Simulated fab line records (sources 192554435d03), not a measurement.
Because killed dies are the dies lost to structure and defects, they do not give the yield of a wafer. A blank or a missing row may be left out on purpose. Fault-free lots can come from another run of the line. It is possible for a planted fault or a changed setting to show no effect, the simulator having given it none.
One fault through the eyes of 3 desks || flow n5_finfet || every desk sees just its own numbers, and what lay behind them comes last

TOOL OWNER'S DESK, rie_diel-01
The tool's own readings at N5_BEOL_M12_ETCH_59 (etches BARC in N2/H2, target depth 89 nm, overetch 26.7 nm, time 67.9 s): means of the sampled wafers that have a number, for each lot that ran on this tool. If a lot's mean is further than 4 standard deviations from the usual mean, the lot is out of limits and carries the mark OUT (the distance appears in the brackets).
Columns: A = drypump_motor_current_A at N5_BEOL_M12_ETCH_59, usual 5.6 A; B = h2_flow_sccm at N5_BEOL_M12_ETCH_59, usual 200.0 sccm; C = oes_product_au at N5_BEOL_M12_ETCH_59, usual 0.67 a.u.; D = rf_vpp_V at N5_BEOL_M12_ETCH_59, usual 523.8 V; E = showerhead_plenum_p_Torr at N5_BEOL_M12_ETCH_59, usual 2.54 Torr; F = throttle_valve_pct at N5_BEOL_M12_ETCH_59, usual 17.97 %
{"lot": "L869", "first seen here": "day 12 00:48", "A": 5.3, "B": 200.5, "C": 0.75, "D": 523.2, "E": 2.54, "F": 17.84}
{"lot": "L868", "first seen here": "day 12 16:01", "A": 5.4, "B": "186.1 (-23) OUT", "C": 0.65, "D": 523.8, "E": 2.51, "F": 17.54}
{"lot": "L872", "first seen here": "day 13 08:26", "A": 5.5, "B": "192.9 (-12) OUT", "C": 0.70, "D": 523.8, "E": 2.54, "F": 17.64}
This desk finds L868, L872 out of limits, L868 being first, at day 12 16:01 (h2_flow_sccm at N5_BEOL_M12_ETCH_59). Within limits: L869.

THE DEFECT DESK
What the inspections along the route counted, lot by lot: means of the sampled wafers that have a number. If a lot's mean is further than 4 standard deviations from the usual mean, the lot is out of limits and carries the mark OUT (the distance appears in the brackets).
Columns: A = raw_defect_count at N5_BEOL_M12_INSPECT_12, usual 2.3
{"lot": "L869", "first seen here": "day 12 00:43", "A": 2.7}
{"lot": "L868", "first seen here": "day 12 15:57", "A": 2.3}
{"lot": "L872", "first seen here": "day 13 08:22", "A": 2.3}
{"lot": "L877", "first seen here": "day 14 16:44", "A": 3.5}
{"lot": "L882", "first seen here": "day 16 03:46", "A": 0.7}
{"lot": "L883", "first seen here": "day 16 09:00", "A": 2.3}
This desk's verdict: no lot among the 6 shows anything out of limits.

THE METROLOGY DESK
Means of the sampled wafers that have a number, per lot and without regard to the tool the lot ran on: this is what the gauges read. If a lot's mean is further than 4 standard deviations from the usual mean, the lot is out of limits and carries the mark OUT (the distance appears in the brackets).
Columns: A = cd_nm at N5_BEOL_M12_CD_MEAS_10, usual 139.8 nm; B = V11_OVL at N5_BEOL_M12_OVL_MEAS_11, usual 3 nm
{"lot": "L869", "first seen here": "day 12 00:39", "A": 140.1, "B": 2}
{"lot": "L868", "first seen here": "day 12 15:53", "A": 139.8, "B": 11}
{"lot": "L872", "first seen here": "day 13 08:19", "A": 138.8, "B": 1}
{"lot": "L877", "first seen here": "day 14 16:41", "A": 138.3, "B": 10}
{"lot": "L882", "first seen here": "day 16 03:43", "A": 139.3, "B": 6}
{"lot": "L883", "first seen here": "day 16 08:57", "A": 138.7, "B": 1}
This desk's verdict: no lot among the 6 shows anything out of limits.

PUT TOGETHER
The tool owner's desk had the chance to raise an alarm at day 12 16:01 on L868, L872.
Nothing the defect desk looked at was out of limits.
The metrology desk saw nothing out of limits.
The defect desk has L868, L872 on record, within its limits.
The metrology desk holds a record of L868, L872, inside its limits.
The lots listed all ran N5_BEOL_M12_ETCH_59 on rie_diel-01.

WHAT WAS PUT IN BY THE SIMULATOR
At N5_BEOL_M12_ETCH_59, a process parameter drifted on rie_diel-01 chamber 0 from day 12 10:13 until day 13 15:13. Setting h2_flow_sccm shifted by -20 from 200. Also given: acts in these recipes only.
Shown lots that were struck: L868, L872.
How many hours passed from the start of the fault until each desk's first out-of-limits reading: the tool owner's desk, 6.
